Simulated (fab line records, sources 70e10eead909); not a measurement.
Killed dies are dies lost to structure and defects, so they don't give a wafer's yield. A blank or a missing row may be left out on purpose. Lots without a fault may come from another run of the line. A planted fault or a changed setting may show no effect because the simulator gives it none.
fab line records | flow nand_harc
record lots=24 wafers=72 last_day=25
route steps=1159 shown P_GATE@170 P_CONTACT@242 P_M0@267 P_M1@297 P_M2@330
lots that met no fault: from a run of the same line without faults
start_h: hours from the record's first day to the start of the lot's first wafer shown | wait_h: hours since the lot's step before | " the same as in the row above | L1.1+2: a row that stands for several wafers | - no value, or no start given | * or withheld: withheld | < > ~ a bound
route shown NAME@n: a module of which the file shows steps, and the number in the route of the first | usual: mean/standard deviation of fault-free wafers | same: alike in all rows | chamber/n: place in a boat | sites: the reading at each site | _std_site: their standard deviation | _edge_site: outer sites' mean less inner sites' | radius_mm: how far each site lies from the wafer's centre | mask NAME#n: copy n | behind: the tool/chamber that last shaped the wafer | hold: why the lot was held/for how many hours/how that ended | device: the transistor (n, p or np) that didn't switch | end of line: the same wafers' tests at the end of the route | a step without rows: its recipe alone | killed: dies lost to structure and defects at the first sort, not the wafer's yield | map: a wafer's dies, x killed, . not, _ none there
set.NAME: the setting as run; set.NAME@STEP: as run at that earlier step | model.NAME: the simulator's own value behind a step, which no gauge read
steps of the route over a sample of lots; a table a step, a row a wafer
services: from which hour (start_h, from the record's first day; less than 0 if before it) a tool's chamber was out of use, for how many hours, and why
## steps
# step NHARC_P_GATE_CD_MEAS_46
# recipe target_cd_nm=720 landing_energy_ev=500
# usual cd_nm=719.5/1.3
# columns lot.wafer tool chamber start_h wait_h cd_nm
L074.1 cd_sem-01 0 102.46 - 721.3
L074.4 " 0 " " 719.7
L074.5 " 0 " " 718.9
L077.3 cd_sem-02 0 118.66 - 717.6
L077.4 " 0 " " 719.6
L077.6 " 0 " " 719.1
L076.1 cd_sem-01 0 118.96 - 720.4
L076.2 " 0 " " 720.3
L076.6 " 0 " " 722.4
L075.2 cd_sem-02 0 124.66 - 718.1
L075.4 " 0 " " 719.4
L075.6 " 0 " " 718.9
L078.3 cd_sem-02 0 125.17 - 717.9
L078.4 " 0 " " 717.4
L078.5 " 0 " " 719.5
L079.2 cd_sem-01 0 133.31 - 720.9
L079.3 " 0 " " 720.2
L079.5 " 0 " " 720.0
L080.1 cd_sem-01 0 133.71 - 718.2
L080.2 " 0 " " 717.9
L080.3 " 0 " " 719.9
L082.2 cd_sem-03 0 143.74 - 721.7
L082.3 " 0 " " 720.1
L082.6 " 0 " " 719.0
L081.1 cd_sem-03 0 144.52 - 718.0
L081.4 " 0 " " 717.1
L081.6 " 0 " " 721.1
L084.1 cd_sem-03 0 154.28 - 721.1
L084.4 " 0 " " 720.8
L084.6 " 0 " " 718.8
L083.2 cd_sem-02 0 155.11 - 719.2
L083.4 " 0 " " 719.9
L083.5 " 0 " " 720.8
L086.1 cd_sem-02 0 182.37 - 719.0
L086.2 " 0 " " 721.6
L086.4 " 0 " " 721.8
L087.1 cd_sem-01 0 183.04 - 719.5
L087.4 " 0 " " 717.6
L087.5 " 0 " " 718.3
L085.1 cd_sem-02 0 184.03 - 719.4
L085.3 " 0 " " 719.6
L085.6 " 0 " " 718.3
L089.1 cd_sem-02 0 189.42 - 719.1
L089.4 " 0 " " 722.6
L089.5 " 0 " " 719.0
L088.3 cd_sem-02 0 190.07 - 719.6
L088.4 " 0 " " 719.3
L088.5 " 0 " " 719.7
L090.1 cd_sem-02 0 196.78 - 720.2
L090.3 " 0 " " 718.4
L090.6 " 0 " " 718.5
L092.2 cd_sem-02 0 203.26 - 721.5
L092.3 " 0 " " 719.1
L092.6 " 0 " " 719.6
L091.2 cd_sem-02 0 203.48 - 719.2
L091.4 " 0 " " 719.8
L091.6 " 0 " " 719.3
L093.2 cd_sem-03 0 221.28 - 718.4
L093.3 " 0 " " 719.5
L093.4 " 0 " " 718.6
L094.4 cd_sem-03 0 221.58 - 719.1
L094.5 " 0 " " 719.7
L094.6 " 0 " " 718.1
L095.2 cd_sem-02 0 228.57 - 717.8
L095.5 " 0 " " 718.5
L095.6 " 0 " " 715.8
L096.3 cd_sem-01 0 237.29 - 718.3
L096.4 " 0 " " 719.2
L096.5 " 0 " " 718.7
L097.3 cd_sem-01 0 238.22 - 719.1
L097.4 " 0 " " 720.9
L097.6 " 0 " " 719.1
# step NHARC_P_CONTACT_STRIP_28
# recipe o2_flow_sccm=500 ar_flow_sccm=0 bias_w=0 chemistry=O2
# usual drypump_motor_current_A=5.6/0.48 oes_product_au=1.000/0.0069 rf_vpp_V=57.7/0.89 showerhead_plenum_p_Torr=3.52/0.1 throttle_valve_pct=17.036/0.0086
# columns lot.wafer tool chamber start_h wait_h drypump_motor_current_A oes_product_au rf_hours_counter_h rf_vpp_V showerhead_plenum_p_Torr throttle_valve_pct
L074.1 rie_diel-09 1 112.18 0.1 5.1 1.001 2 58.2 3.59 17.038
L074.4 " 3 " " 5.4 0.991 2 57.6 3.56 17.023
L074.5 " 1 " " 5.1 1.002 - 57.4 3.59 17.053
L077.3 rie_diel-06 0 128.10 0.1 5.7 1.002 6 57.0 3.46 17.041
L077.4 " 2 " " 5.1 0.987 - 57.3 3.54 17.038
L077.6 " 3 " " 6.0 1.006 - 57.5 3.42 17.029
L076.2 rie_diel-06 3 128.60 0.1 6.0 1.014 6 57.9 3.42 17.034
L076.1 " 0 " " 5.8 0.992 6 58.5 3.46 17.034
L076.6 " 1 " " 6.0 1.002 - 57.0 3.54 17.034
L075.2 rie_diel-06 1 133.77 0.1 6.0 1.003 6 58.6 3.54 17.029
L075.4 " 0 " " 5.8 1.007 7 57.8 3.46 17.036
L075.6 " 1 " " 6.0 0.995 - 58.8 3.54 17.028
L078.3 rie_diel-06 3 134.39 0.1 6.0 0.995 7 57.6 3.42 17.040
L078.4 " 2 " " 5.1 0.992 7 58.7 3.54 17.031
L078.5 " 0 " " 5.8 1.009 - 56.8 3.46 17.042
L079.2 rie_diel-09 0 143.04 0.1 5.1 0.993 6 59.8 3.73 17.026
L079.3 " 1 " " 5.1 0.993 6 56.9 3.59 17.037
L079.5 " 0 " " 5.1 0.999 - 57.8 3.72 17.033
L080.1 rie_diel-09 0 143.53 0.1 5.1 1.000 6 56.9 3.73 17.051
L080.3 " 1 " " 5.1 1.003 6 58.0 3.59 17.045
L080.2 " 2 " " 6.5 0.995 5 56.3 3.40 17.047
L082.3 rie_diel-01 0 153.90 0.1 5.8 0.995 3 59.5 3.69 17.044
L082.2 " 2 " " 4.9 0.994 3 58.2 3.61 17.034
L082.6 " 2 " " 4.8 1.003 - 57.5 3.61 17.033
L081.1 rie_diel-09 1 154.33 0.1 5.1 0.999 8 57.7 3.59 17.038
L081.4 " 3 " " 5.4 0.985 8 57.1 3.56 17.031
L081.6 " 1 " " 5.1 0.986 - 57.7 3.59 17.028
L084.1 rie_diel-06 1 163.48 0.1 6.1 1.001 8 57.2 3.53 17.033
L084.4 " 2 " " 5.1 0.988 11 57.9 3.54 17.044
L084.6 " 0 " " 5.8 1.006 - 57.0 3.46 17.039
L083.4 rie_diel-06 0 164.49 0.1 5.8 1.007 11 58.0 3.46 17.061
L083.2 " 1 " " 6.0 0.998 8 58.2 3.53 17.033
L083.5 " 0 " " 5.8 1.005 - 58.7 3.46 17.033
L086.4 rie_diel-09 0 191.80 0.1 5.1 0.998 11 58.3 3.72 17.042
L086.1 " 1 " " 5.1 0.993 12 58.1 3.59 17.037
L086.2 " 2 " " 6.5 0.995 11 57.5 3.39 17.037
L087.1 rie_diel-06 3 193.18 0.1 6.0 1.014 13 56.6 3.42 17.033
L087.4 " 1 " " 6.1 1.003 10 57.0 3.53 17.020
L087.5 " 0 " " 5.8 1.018 - 60.0 3.45 17.052
L085.1 rie_diel-06 2 194.97 0.1 5.0 1.003 13 56.4 3.54 17.041
L085.3 " 0 " " 5.8 1.010 13 57.6 3.45 17.024
L085.6 " 1 " " 6.1 1.000 - 57.9 3.53 17.031
L089.1 rie_diel-06 1 199.91 0.1 6.1 1.001 10 58.4 3.53 17.057
L089.5 " 3 " " 6.0 1.012 - 57.4 3.42 17.042
L089.4 " 0 " " 5.8 1.002 - 59.2 3.45 17.043
L088.4 rie_diel-09 3 200.04 0.1 5.4 0.995 13 59.1 3.56 17.041
L088.3 " 0 " " 5.1 0.995 12 58.5 3.72 17.037
L088.5 " 2 " " 6.5 0.999 - 57.3 3.39 17.039
L090.1 rie_diel-09 0 206.33 0.1 5.1 1.002 13 56.4 3.72 17.031
L090.3 " 3 " " 5.4 0.998 13 58.5 3.56 17.039
L090.6 " 1 " " 5.1 1.013 - 56.7 3.59 17.030
L092.2 rie_diel-09 0 212.72 0.1 5.1 1.002 13 57.9 3.72 17.036
L092.3 " 2 " " 6.5 1.002 14 56.8 3.39 17.049
L092.6 " 0 " " 5.1 0.997 - 58.5 3.72 17.041
L091.2 rie_diel-06 0 213.39 0.1 5.8 1.004 15 57.2 3.45 17.034
L091.6 " 3 " " 6.0 1.008 - 56.7 3.42 17.049
L091.4 " 1 " " 6.1 1.003 - 57.6 3.53 17.039
L093.2 rie_diel-06 3 230.46 0.1 6.0 0.999 18 58.1 3.41 17.039
L093.3 " 0 " " 5.8 1.007 17 57.6 3.45 17.037
L093.4 " 1 " " 6.0 1.013 14 58.3 3.53 17.028
L094.4 rie_diel-06 1 230.90 0.1 6.0 1.000 14 57.4 3.53 17.041
L094.6 " 2 " " 5.1 0.999 - 56.6 3.53 17.030
L094.5 " 3 " " 6.0 0.996 - 57.3 3.41 17.036
L095.2 rie_diel-06 0 238.23 0.1 5.8 1.006 18 57.2 3.45 17.034
L095.5 " 1 " " 6.1 1.008 - 57.8 3.53 17.039
L095.6 " 2 " " 5.0 0.989 - 58.3 3.53 17.045
L096.4 rie_diel-09 3 246.53 0.1 5.4 1.000 17 59.0 3.56 17.022
L096.3 " 2 " " 6.5 0.998 17 57.6 3.39 17.029
L096.5 " 3 " " 5.4 1.005 - 58.0 3.56 17.045
L097.4 rie_diel-09 3 247.72 0.1 5.5 1.002 18 58.2 3.56 17.040
L097.3 " 1 " " 5.1 1.002 18 56.5 3.58 17.029
L097.6 " 3 " " 5.4 1.001 - 56.8 3.56 17.024
# step NHARC_P_M0_ETCH_34
# recipe target_depth_a=400 overetch_a=120 time_s=43.94 ion_energy_ev=200 n2_flow_sccm=150 h2_flow_sccm=150 ar_flow_sccm=0 rf_w=400 bias_w=150 chemistry=N2/H2
# usual drypump_motor_current_A=5.8/0.42 n2_flow_sccm=150.0/0.46 oes_product_au=1.001/0.0058 rf_vpp_V=429.8/2.9 showerhead_plenum_p_Torr=2.02/0.098 throttle_valve_pct=14.172/0.0086
# columns lot.wafer tool chamber start_h wait_h drypump_motor_current_A n2_flow_sccm oes_product_au rf_hours_counter_h rf_vpp_V showerhead_plenum_p_Torr throttle_valve_pct
L074.1 rie_diel-05 2 115.52 0.1 6.1 150.5 1.003 8 431.0 2.05 14.175
L074.4 " 0 " " 5.8 150.1 0.999 7 428.4 1.97 14.168
L074.5 " 1 " " 5.1 150.0 0.995 - 427.5 1.92 14.154
L077.4 rie_diel-10 3 132.52 0.1 6.0 149.5 1.000 8 425.7 1.91 14.173
L077.3 " 0 " " 5.8 149.7 1.000 8 432.2 2.14 14.175
L077.6 " 3 " " 6.0 150.1 0.999 - 427.3 1.91 14.172
L076.2 rie_diel-12 0 137.06 0.1 5.9 149.4 0.997 6 425.6 1.90 14.175
L076.1 " 1 " " 5.5 150.4 1.005 8 428.1 1.96 14.172
L076.6 " 2 " " 6.4 150.2 1.001 - 432.3 2.15 14.167
L075.2 rie_diel-12 0 138.16 0.1 5.9 150.6 0.994 6 427.9 1.90 14.172
L075.4 " 1 " " 5.5 150.9 1.003 8 428.6 1.96 14.172
L075.6 " 3 " " 6.4 149.9 1.003 - 432.8 2.09 14.177
L078.4 rie_diel-12 2 140.20 0.1 6.5 149.8 1.004 6 432.8 2.14 14.174
L078.3 " 3 " " 6.4 150.3 0.993 8 432.1 2.09 14.178
L078.5 " 2 " " 6.4 149.8 0.998 - 432.8 2.14 14.179
L079.2 rie_diel-10 3 146.26 0.1 5.9 149.8 1.001 9 425.0 1.90 14.152
L079.3 " 2 " " 6.0 150.9 1.003 10 427.9 1.95 14.163
L079.5 " 3 " " 6.0 150.1 0.995 - 426.6 1.91 14.170
L080.2 rie_diel-12 3 146.89 0.1 6.4 150.8 1.002 9 432.2 2.09 14.168
L080.3 " 0 " " 5.9 149.7 1.005 7 426.2 1.90 14.177
L080.1 " 1 " " 5.4 150.2 1.007 10 427.3 1.96 14.184
L082.3 rie_diel-05 3 157.33 0.1 5.6 149.7 0.996 9 434.3 2.20 14.174
L082.2 " 0 " " 5.8 149.2 1.008 10 427.4 1.97 14.181
L082.6 " 2 " " 6.0 149.3 1.002 - 429.9 2.05 14.166
L081.4 rie_diel-10 3 159.31 0.1 5.9 150.8 1.003 11 428.4 1.90 14.177
L081.1 " 2 " " 6.0 149.6 1.008 10 428.8 1.95 14.179
L081.6 " 0 " " 5.8 149.5 0.996 - 434.4 2.14 14.197
L084.4 rie_diel-12 3 169.54 0.1 6.4 150.8 0.997 11 433.1 2.09 14.174
L084.1 " 0 " " 5.9 149.8 0.982 10 426.4 1.90 14.171
L084.6 " 0 " " 5.9 150.3 0.990 - 426.9 1.90 14.174
L083.2 rie_diel-10 1 171.98 0.1 5.2 150.1 1.002 14 431.5 2.08 14.166
L083.4 " 0 " " 5.8 150.0 1.007 13 432.8 2.14 14.182
L083.5 " 1 " " 5.2 149.7 1.011 - 431.3 2.08 14.183
L086.2 rie_diel-05 2 197.53 0.1 6.1 149.9 0.991 1 431.2 2.05 14.154
L086.4 " 3 " " 5.6 150.2 1.013 2 435.5 2.20 14.179
L086.1 " 0 " " 5.8 149.6 0.991 2 428.6 1.97 14.165
L087.1 rie_diel-05 0 198.17 0.1 5.8 150.2 0.993 2 428.0 1.97 14.170
L087.4 " 3 " " 5.7 149.4 1.001 2 434.6 2.20 14.184
L087.5 " 0 " " 5.8 150.2 1.003 - 428.9 1.97 14.169
L085.1 rie_diel-05 2 199.05 0.1 6.1 149.8 1.005 1 431.5 2.05 14.175
L085.3 " 3 " " 5.7 149.9 1.009 2 436.1 2.20 14.178
L085.6 " 2 " " 6.0 150.1 0.996 - 430.2 2.05 14.176
L089.4 rie_diel-05 1 204.77 0.1 5.1 149.0 1.004 2 427.6 1.91 14.164
L089.1 " 3 " " 5.7 150.5 1.002 2 433.4 2.20 14.172
L089.5 " 1 " " 5.1 150.3 1.002 - 425.8 1.91 14.173
L088.3 rie_diel-05 0 205.33 0.1 5.8 149.4 0.987 2 429.7 1.97 14.172
L088.4 " 1 " " 5.1 150.5 1.004 2 425.3 1.91 14.168
L088.5 " 0 " " 5.8 149.9 0.993 - 428.5 1.97 14.177
L090.3 rie_diel-05 1 212.04 0.1 5.1 150.0 1.007 2 427.9 1.91 14.168
L090.1 " 2 " " 6.0 150.0 0.997 2 429.9 2.05 14.171
L090.6 " 1 " " 5.1 150.3 1.001 - 425.5 1.91 14.182
L092.2 rie_diel-12 3 218.75 0.1 6.4 150.0 1.004 0 432.1 2.09 14.165
L092.3 " 2 " " 6.4 150.2 0.993 0 433.1 2.14 14.182
L092.6 " 0 " " 5.9 150.0 1.000 - 426.7 1.90 14.175
L091.4 rie_diel-10 0 219.42 0.1 5.8 150.0 1.009 3 432.6 2.14 14.165
L091.2 " 2 " " 6.0 148.6 1.006 3 427.8 1.95 14.166
L091.6 " 3 " " 5.9 150.0 1.009 - 427.5 1.90 14.189
L093.2 rie_diel-12 0 233.78 0.1 5.9 149.6 1.014 1 427.2 1.90 14.180
L093.4 " 1 " " 5.4 149.8 1.009 1 427.5 1.96 14.152
L093.3 " 2 " " 6.5 149.6 1.003 1 432.3 2.14 14.171
L094.4 rie_diel-12 3 234.21 0.1 6.4 150.0 1.010 1 432.1 2.09 14.177
L094.5 " 0 " " 5.9 149.9 1.007 - 426.5 1.90 14.181
L094.6 " 1 " " 5.4 149.6 0.997 - 427.8 1.96 14.152
L095.2 rie_diel-12 1 241.45 0.1 5.4 149.6 1.006 2 428.9 1.96 14.176
L095.6 " 1 " " 5.5 150.6 1.004 - 428.0 1.96 14.181
L095.5 " 2 " " 6.5 150.1 0.999 - 433.6 2.14 14.169
L096.3 rie_diel-10 1 249.86 0.1 5.2 150.1 0.997 5 431.2 2.07 14.180
L096.4 " 0 " " 5.8 150.1 1.004 5 433.1 2.14 14.175
L096.5 " 1 " " 5.2 149.9 1.008 - 431.4 2.07 14.178
L097.4 rie_diel-05 1 251.14 0.1 5.1 150.6 0.994 4 428.8 1.91 14.184
L097.3 " 3 " " 5.6 149.9 1.004 4 436.3 2.20 14.166
L097.6 " 1 " " 5.1 149.8 1.003 - 426.1 1.91 14.182
# step NHARC_P_M1_INSPECT_11
# usual raw_defect_count=3.8/2.2
# columns lot.wafer tool chamber start_h wait_h raw_defect_count
L074.1 defect_inspect-01 - 119.43 0.0 2
L074.4 " - " " 4
L074.5 " - " " 3
L077.3 defect_inspect-02 - 136.42 0.0 4
L077.4 " - " " 4
L077.6 " - " " 2
L076.1 defect_inspect-02 - 140.93 0.0 5
L076.2 " - " " 6
L076.6 " - " " 1
L075.2 defect_inspect-02 - 141.98 0.0 7
L075.4 " - " " 6
L075.6 " - " " 6
L078.3 defect_inspect-02 - 144.13 0.0 2
L078.4 " - " " 1
L078.5 " - " " 6
L079.2 defect_inspect-02 - 150.24 0.0 5
L079.3 " - " " 5
L079.5 " - " " 5
L080.1 defect_inspect-02 - 150.99 0.0 1
L080.2 " - " " 2
L080.3 " - " " 5
L082.2 defect_inspect-01 - 161.77 0.0 2
L082.3 " - " " 5
L082.6 " - " " 2
L081.1 defect_inspect-01 - 163.20 0.0 1
L081.4 " - " " 4
L081.6 " - " " 4
L084.1 defect_inspect-01 - 173.44 0.0 1
L084.4 " - " " 5
L084.6 " - " " 3
L083.2 defect_inspect-02 - 176.10 0.0 4
L083.4 " - " " 8
L083.5 " - " " 3
L086.1 defect_inspect-01 - 201.83 0.0 2
L086.2 " - " " 2
L086.4 " - " " 2
L087.1 defect_inspect-02 - 202.14 0.0 2
L087.4 " - " " 3
L087.5 " - " " 3
L085.1 defect_inspect-01 - 203.01 0.0 4
L085.3 " - " " 4
L085.6 " - " " 4
L089.1 defect_inspect-02 - 208.66 0.0 4
L089.4 " - " " 6
L089.5 " - " " 3
L088.3 defect_inspect-02 - 209.27 0.0 2
L088.4 " - " " 0
L088.5 " - " " 2
L090.1 defect_inspect-02 - 216.10 0.0 4
L090.3 " - " " 2
L090.6 " - " " 4
L092.2 defect_inspect-02 - 222.94 0.0 4
L092.3 " - " " 3
L092.6 " - " " 3
L091.2 defect_inspect-01 - 223.38 0.0 5
L091.4 " - " " 4
L091.6 " - " " 2
L093.2 defect_inspect-01 - 237.65 0.0 2
L093.3 " - " " 2
L093.4 " - " " 10
L094.4 defect_inspect-01 - 238.24 0.0 6
L094.5 " - " " 1
L094.6 " - " " 6
L095.2 defect_inspect-02 - 245.34 0.0 6
L095.5 " - " " 5
L095.6 " - " " 3
L096.3 defect_inspect-02 - 255.33 0.0 2
L096.4 " - " " 4
L096.5 " - " " 6
L097.3 defect_inspect-02 - 255.98 0.0 5
L097.4 " - " " 9
L097.6 " - " " 14
# step NHARC_P_M2_INSPECT_11
# usual raw_defect_count=3.9/2.3
# columns lot.wafer tool chamber start_h wait_h raw_defect_count
L074.1 defect_inspect-02 - 123.55 0.0 1
L074.4 " - " " 3
L074.5 " - " " 4
L077.3 defect_inspect-02 - 140.44 0.0 3
L077.4 " - " " 1
L077.6 " - " " 3
L076.1 defect_inspect-02 - 145.14 0.0 6
L076.2 " - " " 9
L076.6 " - " " 0
L075.2 defect_inspect-01 - 146.46 0.0 9
L075.4 " - " " 9
L075.6 " - " " 5
L078.3 defect_inspect-02 - 148.29 0.0 2
L078.4 " - " " 8
L078.5 " - " " 6
L079.2 defect_inspect-02 - 154.37 0.0 4
L079.3 " - " " 6
L079.5 " - " " 3
L080.1 defect_inspect-01 - 155.20 0.0 2
L080.2 " - " " 1
L080.3 " - " " 5
L082.2 defect_inspect-01 - 165.79 0.0 1
L082.3 " - " " 4
L082.6 " - " " 6
L081.1 defect_inspect-01 - 167.24 0.0 4
L081.4 " - " " 3
L081.6 " - " " 5
L084.1 defect_inspect-01 - 177.63 0.0 3
L084.4 " - " " 5
L084.6 " - " " 3
L083.2 defect_inspect-01 - 180.26 0.0 3
L083.4 " - " " 5
L083.5 " - " " 3
L086.1 defect_inspect-02 - 205.99 0.0 2
L086.2 " - " " 6
L086.4 " - " " 2
L087.1 defect_inspect-02 - 206.33 0.1 5
L087.4 " - " " 4
L087.5 " - " " 5
L085.1 defect_inspect-01 - 207.19 0.0 3
L085.3 " - " " 2
L085.6 " - " " 6
L089.1 defect_inspect-02 - 212.70 0.0 3
L089.4 " - " " 6
L089.5 " - " " 2
L088.3 defect_inspect-01 - 213.63 0.0 2
L088.4 " - " " 1
L088.5 " - " " 6
L090.1 defect_inspect-02 - 220.19 0.0 3
L090.3 " - " " 0
L090.6 " - " " 2
L092.2 defect_inspect-01 - 227.11 0.0 2
L092.3 " - " " 4
L092.6 " - " " 2
L091.2 defect_inspect-02 - 228.21 0.0 3
L091.4 " - " " 1
L091.6 " - " " 2
L093.2 defect_inspect-02 - 241.72 0.0 3
L093.3 " - " " 2
L093.4 " - " " 7
L094.4 defect_inspect-02 - 242.59 0.0 2
L094.5 " - " " 3
L094.6 " - " " 5
L095.2 defect_inspect-02 - 250.16 0.0 9
L095.5 " - " " 5
L095.6 " - " " 3
L096.3 defect_inspect-02 - 259.46 0.0 6
L096.4 " - " " 3
L096.5 " - " " 6
L097.3 defect_inspect-02 - 260.19 0.0 5
L097.4 " - " " 7
L097.6 " - " " 15
# step NHARC_P_M2_STRIP_18
# recipe power_w=1000 n2_flow_sccm=150 h2_flow_sccm=150 ar_flow_sccm=0 bias_w=0 chemistry=N2/H2
# usual drypump_motor_current_A=5.8/0.58 n2_flow_sccm=150.0/0.42 oes_product_au=1.000/0.0069 rf_vpp_V=91.1/1 showerhead_plenum_p_Torr=2.12/0.079 throttle_valve_pct=14.170/0.008
# columns lot.wafer tool chamber start_h wait_h drypump_motor_current_A n2_flow_sccm oes_product_au rf_hours_counter_h rf_vpp_V showerhead_plenum_p_Torr throttle_valve_pct
L074.4 rie_diel-04 0 123.98 0.1 5.9 150.4 0.997 1 90.8 2.11 14.160
L074.1 " 2 " " 5.4 149.8 0.988 0 90.9 2.04 14.176
L074.5 " 0 " " 5.9 149.7 0.999 - 91.6 2.11 14.167
L077.3 rie_diel-13 3 140.88 0.1 6.1 149.7 1.000 1 91.7 2.20 14.172
L077.4 " 2 " " 6.1 149.6 0.992 1 91.0 2.15 14.188
L077.6 " 0 " " 6.7 150.0 1.011 - 90.4 2.18 14.179
L076.2 rie_diel-13 2 145.66 0.1 6.0 150.4 1.000 1 91.0 2.15 14.169
L076.1 " 1 " " 5.9 150.7 1.003 1 90.6 2.00 14.165
L076.6 " 3 " " 6.0 150.6 0.997 - 89.8 2.20 14.181
L075.2 rie_diel-07 1 146.94 0.1 5.0 150.4 1.001 19 89.7 2.15 14.166
L075.6 " 0 " " 5.3 149.8 0.992 - 91.9 2.12 14.154
L075.4 " 1 " " 5.0 149.4 0.999 - 90.3 2.15 14.169
L078.4 rie_diel-13 1 148.78 0.1 5.9 150.0 0.998 2 88.6 2.00 14.164
L078.3 " 2 " " 6.1 150.0 1.000 2 90.6 2.15 14.174
L078.5 " 0 " " 6.8 150.6 1.012 - 91.6 2.18 14.175
L079.3 rie_diel-07 3 154.84 0.1 5.1 150.7 0.991 18 89.6 1.98 14.172
L079.2 " 0 " " 5.3 150.0 0.997 20 90.5 2.11 14.169
L079.5 " 2 " " 5.0 150.0 1.015 - 91.8 2.11 14.165
L080.2 rie_diel-07 1 155.64 0.1 5.0 149.5 1.008 21 90.8 2.15 14.164
L080.3 " 2 " " 5.0 149.1 1.005 14 90.9 2.11 14.172
L080.1 " 3 " " 5.1 150.1 0.991 18 90.8 1.98 14.162
L082.2 rie_diel-13 2 166.24 0.1 6.1 149.8 1.009 2 91.3 2.15 14.152
L082.3 " 1 " " 5.9 149.5 0.990 2 88.9 2.00 14.154
L082.6 " 3 " " 6.1 148.9 0.989 - 91.1 2.20 14.171
L081.4 rie_diel-07 3 167.70 0.1 5.1 150.8 1.000 20 89.1 1.98 14.167
L081.1 " 1 " " 5.0 149.6 1.000 22 90.9 2.15 14.161
L081.6 " 3 " " 5.1 150.4 0.993 - 91.4 1.98 14.166
L084.1 rie_diel-13 3 178.14 0.1 6.0 150.5 1.001 3 91.8 2.20 14.165
L084.4 " 1 " " 5.9 150.4 0.996 3 89.4 2.00 14.161
L084.6 " 3 " " 6.1 150.0 1.005 - 92.0 2.20 14.172
L083.2 rie_diel-07 2 180.77 0.1 5.0 149.6 1.019 17 90.8 2.11 14.165
L083.4 " 1 " " 5.0 150.0 0.996 - 91.8 2.15 14.168
L083.5 " 2 " " 5.0 150.1 1.013 - 90.1 2.11 14.167
L086.1 rie_diel-13 2 206.49 0.1 6.1 149.8 0.988 4 90.1 2.15 14.158
L086.2 " 3 " " 6.0 150.2 1.004 4 91.7 2.20 14.177
L086.4 " 3 " " 6.0 150.7 0.993 - 91.3 2.20 14.166
L087.1 rie_diel-13 1 207.06 0.1 5.9 150.2 1.010 4 89.4 2.00 14.162
L087.5 " 3 " " 6.1 149.9 0.997 - 92.9 2.20 14.160
L087.4 " 2 " " 6.1 150.6 1.008 - 92.6 2.15 14.166
L085.1 rie_diel-13 3 207.70 0.1 6.1 150.6 1.001 4 92.5 2.20 14.163
L085.3 " 1 " " 5.9 150.2 1.009 4 90.4 2.00 14.182
L085.6 " 2 " " 6.1 149.1 1.000 - 93.2 2.15 14.179
L089.4 rie_diel-13 1 213.18 0.1 5.9 150.5 1.003 4 89.5 2.00 14.180
L089.1 " 3 " " 6.0 150.1 0.997 4 92.5 2.20 14.171
L089.5 " 1 " " 5.9 149.7 0.999 - 90.2 2.00 14.174
L088.3 rie_diel-13 1 214.12 0.1 5.9 149.9 1.002 4 90.1 2.00 14.174
L088.4 " 2 " " 6.0 150.4 1.005 5 90.9 2.15 14.165
L088.5 " 0 " " 6.8 149.1 1.006 - 92.0 2.18 14.168
L090.1 rie_diel-04 0 220.66 0.1 5.9 150.2 0.996 38 91.9 2.10 14.176
L090.3 " 1 " " 5.0 150.1 0.987 40 90.7 2.03 14.173
L090.6 " 3 " " 6.7 149.6 0.988 - 90.9 1.95 14.175
L092.3 rie_diel-13 0 227.60 0.1 6.8 149.6 0.995 4 90.9 2.18 14.164
L092.2 " 1 " " 5.9 150.1 0.990 5 90.5 2.00 14.185
L092.6 " 2 " " 6.0 149.4 0.999 - 90.3 2.15 14.173
L091.2 rie_diel-13 0 228.65 0.1 6.8 150.7 0.998 5 90.4 2.18 14.185
L091.4 " 1 " " 5.9 149.7 0.994 5 91.1 2.00 14.167
L091.6 " 1 " " 5.9 149.9 0.989 - 90.4 2.00 14.178
L093.4 rie_diel-13 2 242.17 0.1 6.0 149.8 1.002 6 90.1 2.15 14.164
L093.3 " 3 " " 6.1 149.9 1.001 6 93.2 2.20 14.170
L093.2 " 0 " " 6.8 149.8 0.999 5 91.1 2.18 14.168
L094.4 rie_diel-07 1 243.12 0.2 5.0 149.8 0.998 1 90.9 2.14 14.179
L094.5 " 2 " " 4.9 150.3 0.992 - 90.5 2.10 14.172
L094.6 " 3 " " 5.1 150.1 0.995 - 91.8 1.98 14.187
L095.2 rie_diel-13 3 250.62 0.1 6.0 150.7 1.005 6 91.4 2.20 14.173
L095.6 " 2 " " 6.0 149.7 1.005 - 91.6 2.15 14.168
L095.5 " 3 " " 6.1 149.8 1.003 - 91.4 2.20 14.175
L096.4 rie_diel-07 1 259.94 0.1 5.0 149.7 1.006 4 92.9 2.14 14.180
L096.3 " 0 " " 5.3 149.8 0.988 4 90.5 2.11 14.167
L096.5 " 1 " " 5.0 149.8 0.995 - 89.4 2.14 14.164
L097.3 rie_diel-13 3 260.71 0.1 6.1 150.1 1.003 7 92.7 2.20 14.162
L097.6 " 1 " " 5.8 149.8 1.014 - 90.4 2.00 14.178
L097.4 " 3 " " 6.1 150.3 1.009 - 90.9 2.20 14.193
## services
# columns tool chamber start_h hours kind
rie_diel-07 - 93.10 0.1 repair
rie_diel-13 - 99.00 9.0 pm
rie_diel-12 0 105.75 4.0 repair
rie_diel-07 3 108.64 10.0 repair
rie_diel-07 2 112.09 6.9 repair
rie_diel-06 1 122.87 5.4 repair
rie_diel-07 2 136.51 10.7 repair
rie_diel-09 0 148.17 5.7 repair
rie_diel-06 1 150.62 12.8 repair
rie_diel-05 - 151.26 0.7 repair
rie_diel-12 - 156.34 1.7 repair
rie_diel-05 - 163.60 9.0 pm
rie_diel-07 3 168.76 12.6 repair
rie_diel-12 2 178.02 6.2 repair
rie_diel-07 1 187.53 10.0 repair
rie_diel-05 - 188.75 0.4 repair
rie_diel-06 2 198.34 18.5 repair
rie_diel-12 - 202.40 9.0 pm
rie_diel-13 1 208.05 1.8 repair
rie_diel-06 - 241.20 9.0 pm
rie_diel-09 - 248.29 1.1 repair
rie_diel-09 0 251.52 14.6 repair
rie_diel-09 - 254.10 9.0 pm
rie_diel-13 2 259.22 2.6 repair
## key
fault none
